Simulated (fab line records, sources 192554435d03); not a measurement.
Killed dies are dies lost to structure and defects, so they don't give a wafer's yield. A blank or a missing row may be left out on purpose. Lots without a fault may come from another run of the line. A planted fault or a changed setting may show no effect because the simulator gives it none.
Which tool did it? | flow n5_finfet | 11 lots, 32 wafers sampled, at 4 steps of a route of 1938

WHAT THE GAUGES READ, wafer by wafer
N5_PASSIVATION_CD_MEAS_44: target cd 40000 nm.
lot  | measured     | on        | cd_nm (nm)
L771 | day 12 12:22 | cd_sem-01 | 40002 39998 39995
L772 | day 12 07:29 | cd_sem-02 | 39997 39999 40006
L774 | day 13 00:23 | cd_sem-03 | 39999 40000 39996
L775 | day 12 23:07 | cd_sem-01 | 40003 40004 39998
L776 | day 13 02:23 | cd_sem-03 | 40005 40006
L780 | day 13 19:20 | cd_sem-02 | 40002 40005 40003
L783 | day 15 03:09 | cd_sem-02 | 40007 40014 40004
L787 | day 16 15:53 | cd_sem-02 | 40009 40005 40008
L789 | day 17 07:33 | cd_sem-02 | 40005 40004 40003
L790 | day 16 16:42 | cd_sem-02 | 40000 40001 40008
L791 | day 17 02:29 | cd_sem-02 | 40005 40014 40000

WHICH TOOL RAN EACH LOT (tool, then ch and the chambers of the sampled wafers, then the start)
lot  | N5_BEOL_M0_ETCH_138                | N5_MIM_BOT_ETCH_ETCH_03           | N5_PASSIVATION_PECVD_01
L771 | rie_diel-03 ch 0,1,3, day 5 19:41  | rie_metal-03 ch 0, day 12 06:23   | pecvd-03 ch 0,1,2, day 12 07:10
L772 | rie_diel-03 ch 0,1,3, day 5 23:12  | rie_metal-01 ch 0,1, day 11 23:24 | pecvd-03 ch 1,2, day 12 00:20
L774 | rie_diel-06 ch 0,1,2, day 6 14:56  | rie_metal-02 ch 0, day 12 17:04   | pecvd-02 ch 0,1,2, day 12 18:05
L775 | rie_diel-03 ch 1,3, day 6 17:14    | rie_metal-03 ch 0,1, day 12 17:14 | pecvd-04 ch 0,2, day 12 18:02
L776 | rie_diel-03 ch 0,1, day 6 22:18    | rie_metal-03 ch 0,1, day 12 20:33 | pecvd-03 ch 1,2, day 12 21:27
L780 | rie_diel-06 ch 0,2,3, day 8 02:40  | rie_metal-03 ch 0,1, day 13 14:52 | pecvd-04 ch 0,2, day 13 15:36
L783 | rie_diel-03 ch 0,1,3, day 8 22:51  | rie_metal-01 ch 0, day 14 20:34   | pecvd-04 ch 0,2, day 14 21:28
L787 | rie_diel-04 ch 1,2, day 9 17:05    | rie_metal-02 ch 0,1, day 16 07:28 | pecvd-04 ch 0,1,2, day 16 08:41
L789 | rie_diel-06 ch 0,1,2, day 10 04:07 | rie_metal-02 ch 0,1, day 16 23:22 | pecvd-04 ch 0,1, day 17 00:14
L790 | rie_diel-06 ch 2,3, day 10 14:07   | rie_metal-02 ch 0,1, day 16 10:46 | pecvd-04 ch 0,1,2, day 16 11:33
L791 | rie_diel-06 ch 0,1,3, day 10 16:25 | rie_metal-03 ch 0,1, day 16 19:58 | pecvd-04 ch 0,1,2, day 16 20:43
- N5_BEOL_M0_ETCH_138: etches SiCN in CH3F/O2, target depth 12 nm, time 31.6 s.
- N5_MIM_BOT_ETCH_ETCH_03: etches the open film in Cl2/BCl3, target depth 12 nm.
- N5_PASSIVATION_PECVD_01: deposits SiNx from SiH4/NH3/N2, target thk 200 nm, time 43.2 s.

THE ANSWER, worked out from the rows above alone
Rule: what is usual is taken from the lots themselves. Put in order of their means at a reading, lots are off if they are a third of the lots or fewer, leave a main group of 4 or more, and stand apart from it by a gap of 3 or more times the standard deviation of the main group's means; of several such gaps the widest counts. A main group whose means are all the same, to the digits that the tables above print for the reading, isn't used. A lot without any number at a reading at which 4 lots or more have one is off too. The other lots that the step has rows for count as sound.
No lot is off at any reading shown: from this, nothing can be told.

WHAT THE SIMULATOR HAD PUT IN
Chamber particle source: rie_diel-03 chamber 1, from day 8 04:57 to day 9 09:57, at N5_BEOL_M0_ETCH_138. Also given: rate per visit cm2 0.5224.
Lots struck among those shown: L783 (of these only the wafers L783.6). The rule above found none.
